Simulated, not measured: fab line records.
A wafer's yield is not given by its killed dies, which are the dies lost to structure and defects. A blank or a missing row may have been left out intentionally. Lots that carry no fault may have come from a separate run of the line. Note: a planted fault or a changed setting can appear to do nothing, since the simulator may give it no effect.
Chamber matching | flow nand harc | NHARC_A_STAIRCASE_ALD_420 on ald hk-02: 4 sister chambers
The step deposits SiO2, target thk 20 nm, pulse time 6 s, ald cycles 200. 8 wafers are shown with their chamber, then 12 later ones without.

WAFERS, EACH WITH ITS CHAMBER
wafer  | chamber | heater power w (W) | precursor pulse height rel
L075.1 | 3       | 414                | 1.008
L082.4 | 3       | 423                | 1.015
L082.6 | 2       | 469                | 1.007
L087.2 | 1       | 539                | 1.011
L087.6 | 0       | 475                | 1.010
L089.1 | 0       | 462                | 1.014
L089.3 | 2       | 488                | 1.005
L089.6 | 1       | 543                | 0.996

WAFERS WITH NO CHAMBER GIVEN
wafer  | heater power w (W) | precursor pulse height rel
L091.3 | 540                | 1.021
L091.4 | 416                | 1.036
L091.6 | 478                | 1.008
L094.1 | 478                | 1.005
L094.2 | 533                | 1.033
L094.4 | 423                | 1.008
L095.2 | 424                | 1.010
L095.3 | 536                | 1.014
L095.6 | 477                | 0.982
L097.2 | 481                | 1.024
L097.3 | 547                | 0.974
L097.6 | 481                | 1.000

WHICH CHAMBER EACH WENT THROUGH
wafer  | from the rows above     | in truth
L091.3 | 1                       | 1
L091.4 | 3                       | 3
L091.6 | can't be placed: 2 or 0 | 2
L094.1 | can't be placed: 2 or 0 | 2
L094.2 | 1                       | 1
L094.4 | 3                       | 3
L095.2 | 3                       | 3
L095.3 | 1                       | 1
L095.6 | can't be placed: 2 or 0 | 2
L097.2 | can't be placed: 0 or 2 | 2
L097.3 | 1                       | 1
L097.6 | can't be placed: 2 or 0 | 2
Correct placement for 7 of the 12. Not placeable from these rows: 5 (in 5, the candidates include the true chamber). Placed wrongly: 0.
How it was worked out, from the rows above alone: a wafer's distance from a chamber is the root of the sum, over the readings, of the square of ((its reading less the chamber's mean) divided by the reading's scatter). The wafer belongs to the nearest chamber; if the next one is less than 2 further off, it can't be placed. A chamber's mean is the mean of its shown wafers. The scatter: take each reading less its chamber's mean, square it, sum over the shown wafers, divide by the number of wafers less the number of chambers, and take the root.
